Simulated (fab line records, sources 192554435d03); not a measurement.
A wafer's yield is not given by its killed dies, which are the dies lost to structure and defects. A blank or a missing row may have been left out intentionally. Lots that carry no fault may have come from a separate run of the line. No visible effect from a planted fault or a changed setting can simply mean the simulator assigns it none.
fab line records	flow n5Finfet
[record] lots = 5	wafers = 15	lastDay = 17
route steps=1938 shown BEOL_M4@1052 PASSIVATION@1936
lots untouched by any fault: they come from a run of this same line in which no faults occurred
startH: hours from the record's opening day to when the first of the lot's shown wafers began	waitH: how many hours have passed since the lot's step before this one	" as in the row above	L1.1+2: a row that stands for several wafers	- no value present, or no start provided	* or withheld: withheld	< > ~ a bound
route shown NAME@n: names a module that has steps shown in the file, with the first one's number in the route	usual: the fault-free wafers' mean and standard deviation	same: alike in all rows	chamber/n: place in a boat	sites: per-site readings	_std_site: standard deviation across them	_edge_site: inner sites' mean taken away from outer sites' mean	radiusMm: for every site, how far away it sits from the centre of the wafer	mask NAME#n: copy n	behind: the tool/chamber that last shaped the wafer	hold: the reason the lot was held/the length of the hold in hours/how it ended	device: transistor that didn't switch, given as n, p or np	end of line: tests of these same wafers at the route's end	where a step has no rows: the recipe by itself	killed: dies lost to structure and defects at the first sort, not the wafer's yield	map: a wafer's dies, marking killed ones x, the rest . and places with no die _
set.NAME: the setting the step ran with; set.NAME@STEP: the setting that earlier step ran with	model.NAME: the simulator's own value behind a step, which no gauge read
lots seen at some steps along the route; tables by step, rows by wafer
services: a tool's chamber out of use, with start hour (startH, from the record's first day; less than 0 if before it), hours out, and reason
[[steps]]
[step N5_BEOL_M4_SOFTBAKE_23]
[recipe] tempC = 110	timeS = 60	resist = CAR-EUV
[step N5_BEOL_M4_EXPOSE_25]
[recipe] maskId = V3	na = 0.33	sourceShape = quasar	sigmaInner = 0.2	sigmaOuter = 0.8	polarization = unpolarized	defocusNm = 5	doseMj = 63
[step N5_BEOL_M4_PEB_26]
[recipe] pebTempC = 100	pebTimeS = 60	resist = CAR-EUV
[step N5_BEOL_M4_DEVELOP_27]
[recipe] developTimeS = 30	developer = TMAH	resist = CAR-EUV	rinseLiquid = surfactantRinse	dry = airSpin	devTempC = 23
[step N5_BEOL_M4_CD_MEAS_28]
[recipe] targetCdNm = 26.2	landingEnergyEv = 500	detector = seInlens	targetCdYNm = 24.1	polarity = opening
[usual] cdNm = 26.25/0.25
lot.wafer	tool	chamber	startH	waitH	cdNm
L990.1	cdSem-03	0	173.48	-	25.84
L990.5	"	0	"	"	25.92
L990.6	"	0	"	"	26.04
L998.3	cdSem-03	0	214.53	-	26.39
L998.4	"	0	"	"	26.44
L998.5	"	0	"	"	26.21
L107.3	cdSem-02	0	260.93	-	26.26
L107.4	"	0	"	"	26.58
L107.6	"	0	"	"	26.15
L110.2	cdSem-03	0	285.34	-	26.34
L110.4	"	0	"	"	26.33
L110.5	"	0	"	"	25.95
L111.1	cdSem-01	0	304.44	-	26.02
L111.3	"	0	"	"	25.91
L111.4	"	0	"	"	26.03
[step N5_BEOL_M4_OVL_MEAS_29]
[recipe] pointsPerWafer = 522
[usual] V3_OVL = 0.5/0.68
[same] pointsPerWafer = 522
lot.wafer	tool	chamber	startH	waitH	V3_OVL[nm]
L990.1	overlay-02	0	173.51	0.0	0.7
L990.5	"	0	"	"	1.5
L990.6	"	0	"	"	0.9
L998.3	overlay-02	0	214.57	0.0	2.3
L998.4	"	0	"	"	1.1
L998.5	"	0	"	"	2.3
L107.3	overlay-01	0	260.97	0.0	0.2
L107.4	"	0	"	"	0.1
L107.6	"	0	"	"	0.2
L110.2	overlay-01	0	285.37	0.0	0.0
L110.4	"	0	"	"	0.8
L110.5	"	0	"	"	0.5
L111.1	overlay-01	0	304.47	0.0	0.4
L111.3	"	0	"	"	0.8
L111.4	"	0	"	"	1.0
[step N5_BEOL_M4_INSPECT_30]
[recipe] mode = adi	inspectInstrument = brightfield
[usual] rawDefectCount = 418/100
lot.wafer	tool	chamber	startH	waitH	rawDefectCount
L990.1	defectInspect-01	-	173.57	0.1	428
L990.5	"	-	"	"	224
L990.6	"	-	"	"	316
L998.3	defectInspect-02	-	214.62	0.0	362
L998.4	"	-	"	"	456
L998.5	"	-	"	"	408
L107.3	defectInspect-02	-	261.02	0.0	457
L107.4	"	-	"	"	316
L107.6	"	-	"	"	419
L110.2	defectInspect-02	-	285.43	0.0	511
L110.4	"	-	"	"	657
L110.5	"	-	"	"	434
L111.1	defectInspect-02	-	304.53	0.1	250
L111.3	"	-	"	"	326
L111.4	"	-	"	"	299
[step N5_BEOL_M4_DESCUM_33]
[recipe] chemistry = O2	timeS = 7	sourcePowerW = 50	biasPowerW = 20	pressureMtorr = 20	rfFrequencyHz = 2.712e+07	tempC = 40	resist = CAR-EUV	o2FlowSccm = 225
[usual] drypumpMotorCurrentA = 5.64/0.3	oesProductAu = 0.75/0.082	rfVppV = 243.3/1.3	showerheadPlenumPTorr = 2.10/0.076	tempC = 40.01/0.11	throttleValvePct = 20.48/0.26
lot.wafer	tool	chamber	startH	waitH	drypumpMotorCurrentA	oesProductAu	rfHoursCounterH	rfVppV	showerheadPlenumPTorr	tempC	throttleValvePct
L990.1	rieDiel-03	1	173.61	0.0	5.30	0.71	187	243.8	2.16	39.92	20.41
L990.5	"	1	"	"	5.28	0.71	-	244.5	2.16	39.86	20.42
L990.6	"	0	"	"	5.55	0.77	-	242.7	1.99	39.89	20.35
L998.3	rieDiel-02	1	214.65	0.0	5.87	0.71	225	244.6	2.15	39.89	20.68
L998.4	"	2	"	"	5.38	0.71	238	243.7	2.04	40.08	20.27
L998.5	"	2	"	"	5.40	0.71	-	240.9	2.04	39.87	20.27
L107.3	rieDiel-03	3	261.05	0.0	5.90	0.83	79	244.8	2.23	39.99	20.50
L107.4	"	3	"	"	5.91	0.83	-	244.6	2.23	40.06	20.50
L107.6	"	1	"	"	5.29	0.67	-	243.5	2.15	40.14	20.46
L110.2	rieDiel-06	1	285.46	0.0	5.44	0.70	244	242.9	2.07	39.94	20.87
L110.4	"	3	"	"	5.19	0.73	-	242.8	1.99	40.07	20.26
L110.5	"	0	"	"	5.81	0.71	-	244.2	2.15	39.98	20.59
L111.1	rieDiel-02	3	304.56	0.0	5.57	0.69	257	242.4	2.06	40.10	20.96
L111.3	"	2	"	"	5.42	0.96	15	242.6	2.04	40.02	19.90
L111.4	"	3	"	"	5.55	0.70	-	244.1	2.06	40.02	20.97
[step N5_BEOL_M4_ETCH_77]
[recipe] chemistry = N2/H2	target = underlayer	targetDepthA = 65	maskMaterial = CAR-EUV	timeS = 5.2	ionEnergyEv = 200	pressureMtorr = 30	sourceW = 840	biasW = 150	n2FlowSccm = 200	h2FlowSccm = 200	ends = cleared
[usual] drypumpMotorCurrentA = 5.64/0.3	etchRfOnTimeS = 5.18/0.13	h2FlowSccm = 200.0/0.59	n2FlowSccm = 199.9/0.56	oesProductAu = 0.64/0.069	rfVppV = 524.2/2.9	showerheadPlenumPTorr = 2.55/0.088	throttleValvePct = 17.96/0.25
lot.wafer	tool	chamber	startH	waitH	drypumpMotorCurrentA	etchRfOnTimeS	h2FlowSccm	n2FlowSccm	oesProductAu	rfHoursCounterH	rfVppV	showerheadPlenumPTorr	throttleValvePct
L990.1	rieDiel-03	1	173.64	0.0	5.30	5.05	199.4	200.3	0.61	187	526.2	2.63	17.91
L990.5	"	1	"	"	5.29	5.02	199.2	199.4	0.61	-	525.2	2.63	17.93
L990.6	"	0	"	"	5.54	5.18	200.5	199.2	0.66	-	521.6	2.46	18.10
L998.3	rieDiel-02	1	214.69	0.0	5.85	5.15	200.7	199.6	0.60	225	526.0	2.62	18.19
L998.4	"	2	"	"	5.46	5.08	200.3	200.7	0.61	238	522.0	2.51	17.86
L998.5	"	2	"	"	5.46	5.05	200.3	200.4	0.62	-	522.4	2.51	17.87
L107.3	rieDiel-03	3	261.09	0.0	5.93	5.20	201.3	199.7	0.69	79	525.7	2.68	17.82
L107.4	"	3	"	"	5.94	5.25	200.3	200.0	0.69	-	526.4	2.68	17.83
L107.6	"	1	"	"	5.29	5.05	199.2	200.7	0.59	-	526.9	2.62	17.96
L110.2	rieDiel-06	1	285.49	0.0	5.41	5.31	199.4	200.4	0.59	244	522.7	2.51	18.31
L110.4	"	3	"	"	5.19	5.21	199.0	200.6	0.61	-	520.1	2.41	17.70
L110.5	"	0	"	"	5.82	5.13	200.2	201.0	0.60	-	526.2	2.63	18.10
L111.1	rieDiel-02	3	304.60	0.0	5.59	5.07	200.4	199.4	0.60	257	521.8	2.49	18.35
L111.3	"	2	"	"	5.37	5.00	199.8	200.1	0.81	15	520.4	2.50	17.47
L111.4	"	3	"	"	5.58	5.10	199.4	200.0	0.60	-	522.2	2.49	18.37
[step N5_BEOL_M4_ETCH_69]
[recipe] chemistry = CF4	target = SiARC	targetDepthA = 156	maskMaterial = CAR-EUV	timeS = 26	ionEnergyEv = 80	pressureMtorr = 40	sourceW = 545	biasW = 36	Ar_flow_sccm = 100	cf4FlowSccm = 100	ends = cleared
[usual] drypumpMotorCurrentA = 5.64/0.3	etchRfOnTimeS = 26.0/0.63	oesProductAu = 0.64/0.07	rfVppV = 184.1/1.3	showerheadPlenumPTorr = 2.15/0.071	throttleValvePct = 15.72/0.23
lot.wafer	tool	chamber	startH	waitH	drypumpMotorCurrentA	etchRfOnTimeS	oesProductAu	rfHoursCounterH	rfVppV	showerheadPlenumPTorr	throttleValvePct
L990.1	rieDiel-03	1	173.66	0.0	5.31	25.4	0.61	187	185.7	2.21	15.66
L990.5	"	1	"	"	5.29	25.2	0.62	-	183.7	2.21	15.63
L990.6	"	0	"	"	5.56	25.9	0.66	-	184.2	2.06	15.64
L998.3	rieDiel-02	1	214.70	0.0	5.87	26.1	0.61	225	183.8	2.20	15.93
L998.4	"	2	"	"	5.43	25.5	0.61	238	183.7	2.12	15.69
L998.5	"	2	"	"	5.40	25.7	0.61	-	183.4	2.12	15.68
L107.3	rieDiel-03	3	261.10	0.0	5.90	26.2	0.70	79	185.9	2.25	15.53
L107.4	"	3	"	"	5.92	26.4	0.70	-	185.9	2.25	15.53
L107.6	"	1	"	"	5.28	25.2	0.59	-	184.0	2.20	15.72
L110.2	rieDiel-06	1	285.51	0.0	5.42	27.1	0.58	244	185.0	2.11	16.01
L110.4	"	3	"	"	5.21	26.0	0.61	-	182.1	2.04	15.48
L110.5	"	0	"	"	5.80	25.7	0.61	-	184.7	2.20	15.80
L111.1	rieDiel-02	3	304.61	0.0	5.55	25.6	0.59	257	184.5	2.10	16.21
L111.3	"	2	"	"	5.42	25.0	0.83	15	183.6	2.11	15.23
L111.4	"	3	"	"	5.56	25.6	0.60	-	183.3	2.10	16.21
[step N5_BEOL_M4_ALD_98]
[recipe] material = SiO2	targetThkA = 25	tempC = 100	aldPrecursorFamily = BDEAS	aldCoReactant = O2-plasma	pulseTimeS = 1	coReactantPulseTimeS = 1	purgeTimeS = 2	coReactantPurgeTimeS = 2	aldCycles = 17	pressureTorr = 2
[usual] heaterPowerW = 79/11	precursorPulseHeightRel = 0.999/0.021
lot.wafer	tool	chamber	startH	waitH	heaterPowerW	precursorPulseHeightRel
L990.1	aldSin-02	2	173.74	0.1	80	1.034
L990.5	"	1	"	"	79	0.963
L990.6	"	2	"	"	79	0.979
L998.3	aldSin-02	2	214.79	0.1	79	1.015
L998.4	"	3	"	"	79	1.012
L998.5	"	2	"	"	82	0.966
L107.3	aldSin-02	1	261.19	0.1	81	0.981
L107.4	"	2	"	"	80	0.997
L107.6	"	1	"	"	77	0.994
L110.2	aldSin-03	0	285.78	0.2	96	0.997
L110.4	"	1	"	"	56	1.003
L110.5	"	3	"	"	79	0.979
L111.1	aldSin-03	3	304.70	0.1	76	0.970
L111.3	"	1	"	"	55	0.990
L111.4	"	0	"	"	96	1.012
[step N5_BEOL_M4_ETCHBACK_99]
[recipe] chemistry = CHF3	target = SiO2	targetDepthA = 50	timeS = 10.4	sourceW = 215	biasW = 47	Ar_flow_sccm = 200	CHF3_flow_sccm = 12	ionEnergyEv = 100	pressureMtorr = 30
[usual] drypumpMotorCurrentA = 5.64/0.29	oes_f_703_au = 0.74/0.062	oesProductAu = 0.73/0.063	rfVppV = 240/4.6	showerheadPlenumPTorr = 2.16/0.071	throttleValvePct = 17.15/0.23
lot.wafer	tool	chamber	startH	waitH	drypumpMotorCurrentA	oes_f_703_au	oesProductAu	rfHoursCounterH	rfVppV	showerheadPlenumPTorr	throttleValvePct
L990.1	rieDiel-02	1	179.00	5.2	5.86	0.73	0.72	213	244	2.21	17.26
L990.5	"	2	"	"	5.39	0.73	0.71	-	241	2.13	17.05
L990.6	"	3	"	"	5.57	0.73	0.73	-	238	2.13	17.54
L998.3	rieDiel-03	0	216.37	1.5	5.51	0.76	0.76	162	239	2.06	17.11
L998.4	"	2	"	"	6.13	0.71	0.69	235	236	2.13	17.00
L998.5	"	1	"	"	5.27	0.72	0.70	-	233	2.21	17.06
L107.3	rieDiel-02	2	277.76	16.5	5.39	1.01	1.01	4	241	2.12	16.64
L107.4	"	3	"	"	5.58	0.72	0.71	246	239	2.12	17.62
L107.6	"	0	"	"	5.57	0.66	0.68	-	242	2.11	17.10
L110.2	rieDiel-06	0	287.56	1.7	5.80	0.73	0.71	216	238	2.22	17.27
L110.4	"	3	"	"	5.24	0.70	0.70	207	238	2.03	16.90
L110.5	"	0	"	"	5.80	0.73	0.70	-	238	2.22	17.27
L111.1	rieDiel-03	3	305.75	1.0	5.92	0.80	0.79	97	242	2.24	16.92
L111.3	"	1	"	"	5.27	0.70	0.68	239	231	2.20	17.13
L111.4	"	0	"	"	5.55	0.74	0.74	197	237	2.05	17.17
[step N5_BEOL_M4_ETCH_70]
[recipe] chemistry = N2/H2	target = SOC	targetDepthA = 800	overetchA = 240	maskMaterial = SiARC	tempC = 40	timeS = 130	ionEnergyEv = 200	pressureMtorr = 30	sourceW = 840	biasW = 150	n2FlowSccm = 200	h2FlowSccm = 200
[usual] drypumpMotorCurrentA = 5.65/0.29	h2FlowSccm = 199.9/0.64	n2FlowSccm = 200.0/0.6	oesProductAu = 0.54/0.045	rfVppV = 524.1/2.6	showerheadPlenumPTorr = 2.55/0.087	tempC = 40.00/0.11	throttleValvePct = 17.94/0.23
lot.wafer	tool	chamber	startH	waitH	drypumpMotorCurrentA	h2FlowSccm	n2FlowSccm	oesProductAu	rfHoursCounterH	rfVppV	showerheadPlenumPTorr	tempC	throttleValvePct
L990.1	rieDiel-02	1	179.04	0.0	5.87	200.0	199.8	0.54	213	525.8	2.62	39.84	18.12
L990.5	"	2	"	"	5.41	200.1	200.3	0.52	-	522.1	2.52	40.06	17.80
L990.6	"	3	"	"	5.57	199.9	200.1	0.53	-	522.6	2.51	40.01	18.22
L998.3	rieDiel-03	0	216.40	0.0	5.54	199.9	199.8	0.56	162	519.1	2.45	40.14	18.09
L998.4	"	2	"	"	6.12	199.0	199.0	0.51	235	522.3	2.51	39.90	17.83
L998.5	"	1	"	"	5.30	200.2	200.7	0.51	-	527.5	2.62	39.97	17.87
L107.3	rieDiel-02	2	277.80	0.0	5.43	180.3	200.2	0.72	5	522.7	2.44	40.00	16.87
L107.4	"	3	"	"	5.56	200.1	199.4	0.52	246	524.4	2.49	39.86	18.29
L107.6	"	0	"	"	5.62	199.4	200.4	0.50	-	523.8	2.49	40.05	17.74
L110.2	rieDiel-06	0	287.59	0.0	5.81	199.3	200.1	0.52	216	526.2	2.63	39.93	18.06
L110.4	"	3	"	"	5.22	200.2	199.6	0.52	207	521.6	2.41	40.07	17.65
L110.5	"	0	"	"	5.82	199.8	200.6	0.52	-	525.4	2.63	39.93	18.06
L111.1	rieDiel-03	3	305.79	0.0	5.92	199.4	199.7	0.59	97	525.8	2.67	40.19	17.81
L111.3	"	1	"	"	5.27	199.1	201.0	0.49	239	525.2	2.61	40.12	17.96
L111.4	"	0	"	"	5.56	200.0	200.3	0.54	197	518.9	2.44	40.03	18.15
[step N5_BEOL_M4_STRIP_71]
[recipe] chemistry = N2/H2	tempC = 40	n2FlowSccm = 200	h2FlowSccm = 200	rfFrequencyHz = 6e+07
[step N5_BEOL_M4_RC_MEAS_101]
[usual] DIBL_N = 36.5/1.7	DIBL_P = 36.3/2.1	IOFF_N = 0.16/0.036	IOFF_P = 0.21/0.037	ION_N = 676/12	ION_P = 462/7.6	SS_N = 71.5/0.68	SS_P = 73.3/0.63	VT_N = 249/3.5	VT_P = -250/3.5
lot.wafer	tool	chamber	startH	waitH	DIBL_N[mV/V]	DIBL_P[mV/V]	IOFF_N[nA/um]	IOFF_P[nA/um]	ION_N[uA/um]	ION_P[uA/um]	SS_N[mV/dec]	SS_P[mV/dec]	VT_N[mV]	VT_P[mV]
L990.1	prober-02	0	183.97	0.0	37.3	36.8	0.18	0.22	674	463	71.2	73.4	249	-248
L990.5	"	0	"	"	36.3	35.5	0.16	0.21	677	464	71.3	72.6	248	-249
L990.6	"	0	"	"	39.0	38.2	0.21	0.24	685	459	71.9	74.2	246	-249
L998.3	prober-02	0	222.25	0.3	34.9	33.8	0.13	0.15	663	450	71.4	72.9	250	-258
L998.4	"	0	"	"	33.9	32.3	0.11	0.13	671	449	71.1	72.4	254	-258
L998.5	"	0	"	"	34.0	32.0	0.12	0.13	662	446	72.3	72.3	256	-259
L107.3	prober-02	0	282.47	0.3	39.6	41.4	0.28	0.32	696	475	73.6	74.2	243	-245
L107.4	"	0	"	"	36.1	36.9	0.17	0.21	681	464	72.4	74.3	248	-252
L107.6	"	0	"	"	35.7	37.0	0.18	0.23	688	469	71.5	73.4	248	-249
L110.2	prober-01	0	293.56	0.2	38.9	37.2	0.18	0.22	684	462	72.2	73.6	248	-248
L110.4	"	0	"	"	38.2	37.5	0.17	0.22	685	462	71.6	73.3	247	-250
L110.5	"	0	"	"	38.9	38.1	0.18	0.22	685	469	72.0	73.5	248	-248
L111.1	prober-02	0	310.71	0.0	36.5	37.3	0.16	0.23	685	476	71.7	73.9	247	-249
L111.3	"	0	"	"	34.3	33.8	0.12	0.19	667	466	70.7	73.0	253	-250
L111.4	"	0	"	"	37.0	35.8	0.15	0.21	676	469	71.6	72.9	250	-248
[step N5_PASSIVATION_PROBE_49]
[usual] defectLimitedYield = 91.4/1.5	killed_at_M0_to_M3 = 34/12	killed_at_M4_up = 12/4.9	killedAtContacts = 13/7.2	killedAtFrontEnd = 39/12	killedAtOther = 3.7/2.9	killedDies = 101/18	killedOpen = 67/14	killedShort = 33/7.2	sort_bin_4_leakage = 0.00/0.022	sort_bin_5_function = 5.1/0.97	sort_bin_6_memory = 3.2/0.67	sortNPass = 1079/17	sortYieldPct = 91.4/1.5
[same] grossDies = 1180	killedAtBackSide = 0	sort_bin_8_speed[%] = 0
lot.wafer	tool	chamber	startH	waitH	defectLimitedYield[%]	killed_at_M0_to_M3	killed_at_M4_up	killedAtContacts	killedAtFrontEnd	killedAtOther	killedDies	killedOpen	killedShort	sort_bin_4_leakage[%]	sort_bin_5_function[%]	sort_bin_6_memory[%]	sortNPass	sortYieldPct[%]
L990.1	prober-02	-	283.79	0.0	92.1	27	10	2	48	6	93	63	29	0	4.7	2.9	1087	92.1
L990.5	prober-02	-	283.99	0.2	91.9	17	5	8	56	9	95	65	29	0	4.0	3.8	1085	91.9
L990.6	prober-02	-	284.04	0.3	93.1	18	4	9	47	4	82	50	31	0	3.9	2.7	1098	93.1
L998.3	prober-01	-	326.68	0.1	90.8	46	9	13	40	1	109	89	20	0	4.9	4.1	1071	90.8
L998.4	prober-01	-	326.73	0.2	88.6	64	19	6	37	8	134	96	36	0	6.7	4.4	1046	88.6
L998.5	prober-01	-	326.78	0.2	89.0	71	6	10	38	5	130	92	38	0	6.9	3.6	1050	89.0
L110.2	prober-01	-	398.19	0.2	90.3	32	16	14	52	0	114	79	32	0	5.3	3.8	1066	90.3
L110.4	prober-01	-	398.29	0.3	91.9	32	10	12	42	0	96	68	27	0	4.9	3.0	1084	91.9
L110.5	prober-01	-	398.34	0.3	89.2	35	13	19	58	2	127	86	39	0	6.2	4.3	1053	89.2
L111.1	prober-01	-	410.95	0.0	92.5	32	1	14	37	4	88	55	32	0	4.4	3.0	1092	92.5
L111.3	prober-01	-	411.05	0.1	91.0	41	7	20	35	3	106	71	32	0	5.3	3.1	1074	91.0
L111.4	prober-01	-	411.10	0.2	92.0	28	7	21	32	6	94	62	32	0	4.4	3.3	1086	92.0
// killed by level:class
L990.1 FIN_SAQP:geometricParticle:short=12 BEOL_M3:geometricParticle:open=9 FIN_SAQP:geometricParticle:open=8 BEOL_M2:geometricParticle:open=8 STI_FIN_REVEAL:geometricParticle:open=7 BEOL_M8:geometricParticle:open=5 STI_FIN_REVEAL:geometricParticle:short=5 DUMMY_GATE:geometricParticle:open=5
L990.5 FIN_SAQP:geometricParticle:open=17 STI_FIN_REVEAL:geometricParticle:open=12 MOL_CONTACT_COAG:geometricParticle:open=6 BEOL_M0_SAQP:geometricParticle:short=6 FIN_SAQP:geometricParticle:short=5 BEOL_M0_SAQP:geometricParticle:open=5 PAD_METAL:geometricParticle:open=5 DUMMY_GATE:geometricParticle:open=4
L990.6 FIN_SAQP:geometricParticle:short=9 FIN_SAQP:geometricParticle:open=9 BEOL_M0_SAQP:geometricParticle:short=8 MOL_CONTACT_COAG:geometricParticle:open=7 STI_FIN_REVEAL:geometricParticle:open=6 GATE_CUT:geometricParticle:short=5 GATE_CUT:geometricParticle:open=5 DUMMY_GATE:geometricParticle:open=4
L998.3 BEOL_M3:geometricParticle:open=17 FIN_SAQP:geometricParticle:open=13 MOL_CONTACT_COAG:geometricParticle:open=12 STI_FIN_REVEAL:geometricParticle:open=11 BEOL_M0:geometricParticle:open=10 BEOL_M0_SAQP:geometricParticle:open=7 FIN_SAQP:geometricParticle:short=6 STARTING-WAFER:geometricParticle:open=3
L998.4 BEOL_M0_SAQP:geometricParticle:open=13 BEOL_M1:geometricParticle:open=11 STI_FIN_REVEAL:geometricParticle:open=10 BEOL_M0_SAQP:geometricParticle:short=10 BEOL_M0:geometricParticle:open=9 BEOL_M3:geometricParticle:open=8 BEOL_M4:geometricParticle:open=8 FIN_SAQP:geometricParticle:open=5
L998.5 BEOL_M3:geometricParticle:open=25 FIN_SAQP:geometricParticle:short=12 BEOL_M1:geometricParticle:open=11 FIN_SAQP:geometricParticle:open=10 BEOL_M0_SAQP:geometricParticle:open=9 STI_FIN_REVEAL:geometricParticle:open=8 MOL_CONTACT_COAG:geometricParticle:open=8 BEOL_M0_SAQP:geometricParticle:short=7
L110.2 FIN_SAQP:geometricParticle:open=16 FIN_SAQP:geometricParticle:short=14 MOL_CONTACT_COAG:geometricParticle:open=13 BEOL_M1:geometricParticle:open=9 BEOL_M4:geometricParticle:open=7 DUMMY_GATE:geometricParticle:open=6 BEOL_M0_SAQP:geometricParticle:open=6 STI_FIN_REVEAL:geometricParticle:open=5
L110.4 FIN_SAQP:geometricParticle:open=17 FIN_SAQP:geometricParticle:short=11 BEOL_M1:geometricParticle:open=10 MOL_CONTACT_COAG:geometricParticle:open=9 BEOL_M0_SAQP:geometricParticle:open=6 ILD0:geometricParticle:open=4 BEOL_M0_SAQP:geometricParticle:short=4 BEOL_M2:geometricParticle:open=4
L110.5 FIN_SAQP:geometricParticle:open=14 MOL_CONTACT_COAG:geometricParticle:open=14 FIN_SAQP:geometricParticle:short=12 BEOL_M0_SAQP:geometricParticle:open=9 BEOL_M2:geometricParticle:open=7 BEOL_M1:geometricParticle:open=6 STI_FIN_REVEAL:geometricParticle:open=5 MOL_CONTACT_COAG:geometricParticle:short=5
L111.1 FIN_SAQP:geometricParticle:open=13 MOL_CONTACT_COAG:geometricParticle:open=11 BEOL_M0_SAQP:geometricParticle:short=8 BEOL_M0_SAQP:geometricParticle:open=8 FIN_SAQP:geometricParticle:short=7 STI_FIN_REVEAL:geometricParticle:open=7 BEOL_M1:geometricParticle:short=5 BEOL_M3:geometricParticle:open=5
L111.3 MOL_CONTACT_COAG:geometricParticle:open=17 STI_FIN_REVEAL:geometricParticle:open=14 BEOL_M1:geometricParticle:open=8 BEOL_M0_SAQP:geometricParticle:short=7 BEOL_M2:geometricParticle:open=7 BEOL_M0_SAQP:geometricParticle:open=6 BEOL_M3:geometricParticle:open=5 STI_FIN_REVEAL:geometricParticle:short=4
L111.4 MOL_CONTACT_COAG:geometricParticle:open=16 BEOL_M3:geometricParticle:open=7 FIN_SAQP:geometricParticle:short=6 STI_FIN_REVEAL:geometricParticle:open=6 FIN_SAQP:geometricParticle:open=5 DUMMY_GATE:geometricParticle:open=5 MOL_CONTACT_COAG:geometricParticle:short=5 BEOL_M1:geometricParticle:open=5
[[services]]
tool	chamber	startH	hours	kind
rieDiel-06	2	165.55	-	clean
rieDiel-06	2	165.55	-	consumableReplace:focusRing
rieDiel-06	2	165.55	-	consumableReplace:showerhead
rieDiel-06	2	165.55	25.6	scheduledDown
rieDiel-06	2	165.55	25.6	ventCycle
rieDiel-02	3	185.18	6.4	repair
aldSin-02	-	212.74	1.2	repair
rieDiel-03	3	225.89	3.9	repair
rieDiel-02	2	241.87	-	clean
rieDiel-02	2	241.87	-	consumableReplace:focusRing
rieDiel-02	2	241.87	24.2	scheduledDown
rieDiel-02	2	241.87	24.2	ventCycle
aldSin-03	1	242.68	37.2	repair
aldSin-02	-	249.69	0.8	pm
rieDiel-03	2	256.56	-	clean
rieDiel-03	2	256.56	-	consumableReplace:focusRing
rieDiel-03	2	256.56	32.4	scheduledDown
rieDiel-03	2	256.56	32.4	ventCycle
aldSin-02	-	268.40	14.0	pm
rieDiel-06	2	279.68	6.7	repair
rieDiel-02	0	290.62	-	clean
rieDiel-02	0	290.62	-	consumableReplace:focusRing
rieDiel-02	0	290.62	26.0	scheduledDown
rieDiel-02	0	290.62	26.0	ventCycle
[[key]]
[firstSign] step = N5_BEOL_M4_ETCH_70	reading = h2FlowSccm	direction = down	sigmas = 31	usual = 199.9	struck = 180.3
[effect] step = N5_BEOL_M4_ETCH_70	reading = throttleValvePct	direction = down	sigmas = 4.7	usual = *	struck = *
metAt N5_BEOL_M4_ETCH_70
struckWafers L107.3
onsetBetween 179.04 277.80
[fault] kind = processParameterDrift	tool = rieDiel-02	chamber = 2	onsetH = 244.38	steps = N5_BEOL_M4_ETCH_70	channel = h2FlowSccm	offset = -20	shape = step	endH = 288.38	actsIn = theseRecipesOnly	stated = 200
